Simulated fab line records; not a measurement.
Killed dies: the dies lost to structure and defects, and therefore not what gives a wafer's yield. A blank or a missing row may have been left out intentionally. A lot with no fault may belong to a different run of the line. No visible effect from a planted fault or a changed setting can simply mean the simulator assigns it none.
Chamber matching	flow nand harc	4 sister chambers for NHARC_A_STAIRCASE_ETCHBACK_422 on rie diel-03
The step etches the open film in CH3F/O2, target depth 40 nm, time 74.286 s. 20 wafers are shown with their chamber, then 10 later ones without.

== WAFERS PAIRED WITH THEIR CHAMBERS ==
wafer	chamber	showerhead plenum p Torr (Torr)	drypump motor current A (A)	rf vpp V (V)
L074.1	0	2.45	5.9	243.1
L074.2	3	2.35	5.7	242.4
L074.6	0	2.45	5.9	244.3
L079.1	2	2.55	5.9	246.4
L079.3	3	2.35	5.7	241.9
L079.4	1	2.47	5.6	243.5
L078.2	3	2.35	5.7	243.5
L078.3	2	2.55	5.9	246.7
L078.4	1	2.47	5.6	246.1
L081.2	3	2.35	5.7	242.8
L081.4	0	2.45	5.9	243.8
L081.5	0	2.45	5.8	243.5
L083.1	1	2.47	5.6	243.3
L083.4	0	2.45	5.9	243.9
L083.6	2	2.54	5.9	245.4
L084.2	0	2.45	5.9	244.6
L084.4	3	2.35	5.7	241.0
L084.6	1	2.47	5.6	245.9
L086.1	2	2.54	5.9	245.2
L086.4	3	2.34	5.7	243.7

SIGNATURES (means of the wafers above)
reading	chamber 0	chamber 1	chamber 2	chamber 3	scatter within a chamber
showerhead plenum p Torr	2.4500	2.4700	2.5450	2.3483	0.00339
drypump motor current A	5.883	5.600	5.900	5.700	0.0228
rf vpp V	243.867	244.700	245.925	242.550	0.969
Rule: a wafer's distance from a chamber is the root of the sum, over the readings, of the square of ((its reading less the chamber's mean) divided by the reading's scatter). If the next closest chamber is less than 2 further off than the closest, the wafer can't be placed; otherwise it belongs to the closest. The scatter: take each reading less its chamber's mean, square it, sum over the shown wafers, divide by the number of wafers less the number of chambers, and take the root.

== WAFERS WHOSE CHAMBER IS MISSING ==
wafer	showerhead plenum p Torr (Torr)	drypump motor current A (A)	rf vpp V (V)
L086.5	2.46	5.7	243.3
L087.1	2.54	5.9	244.4
L087.2	2.44	5.9	244.0
L087.4	2.34	5.7	242.4
L092.1	2.34	5.8	242.6
L092.3	2.46	5.7	244.2
L092.4	2.54	5.9	245.5
L095.3	2.54	5.9	244.4
L095.5	2.44	5.9	244.5
L095.6	2.34	5.7	242.8

== WHICH CHAMBER EACH ONE RAN IN ==
wafer	from the rows above	in truth
L086.5	1	1
L087.1	2	2
L087.2	0	0
L087.4	3	3
L092.1	3	3
L092.3	1	1
L092.4	2	2
L095.3	2	2
L095.5	0	0
L095.6	3	3
Correct placement for 10 of the 10. Number that these rows cannot place: 0. Number placed wrongly: 0.
